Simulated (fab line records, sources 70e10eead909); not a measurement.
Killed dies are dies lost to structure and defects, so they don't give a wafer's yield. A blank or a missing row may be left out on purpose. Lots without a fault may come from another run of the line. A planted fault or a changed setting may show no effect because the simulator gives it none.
Chamber matching | flow nand_harc | NHARC_A_BLC_ETCH_16 on rie_diel-12: 4 sister chambers
The step etches the open film in CF4, target depth 39 nm, time 65 s. 4 wafers are shown with their chamber, then 8 later ones without.

WAFERS WITH THEIR CHAMBER
wafer  | chamber | rf_vpp_V (V)
L953.3 | 2       | 150.7
L959.1 | 1       | 149.6
L963.6 | 3       | 151.1
L964.3 | 0       | 151.7

WAFERS WITHOUT THEIR CHAMBER
wafer  | rf_vpp_V (V)
L964.5 | 152.6
L964.6 | 150.8
L965.4 | 150.7
L965.5 | 151.7
L965.6 | 149.7
L971.1 | 152.8
L971.2 | 151.3
L971.5 | 151.6

WHICH CHAMBER EACH WENT THROUGH
wafer  | from the rows above          | in truth
L964.5 | can't be placed: 0 or 3 or 2 | 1
L964.6 | can't be placed: 2 or 3 or 0 | 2
L965.4 | can't be placed: 2 or 3 or 0 | 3
L965.5 | can't be placed: 0 or 3 or 2 | 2
L965.6 | can't be placed: 1 or 2      | 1
L971.1 | can't be placed: 0 or 3 or 2 | 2
L971.2 | can't be placed: 3 or 0 or 2 | 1
L971.5 | can't be placed: 0 or 3 or 2 | 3
Placed correctly: 0 of 8. Can't be placed from these rows: 8 (the true chamber is among the candidates in 6). Placed wrongly: 0.
How it was worked out, from the rows above alone: a wafer's distance from a chamber is the root of the sum, over the readings, of the square of ((its reading less the chamber's mean) divided by the reading's scatter). The wafer belongs to the nearest chamber; if the next one is less than 2 further off, it can't be placed. A chamber's mean is the mean of its shown wafers. The scatter: with one shown wafer a chamber, the root of the mean of the squares of how far each hidden wafer lies from its nearest shown one.
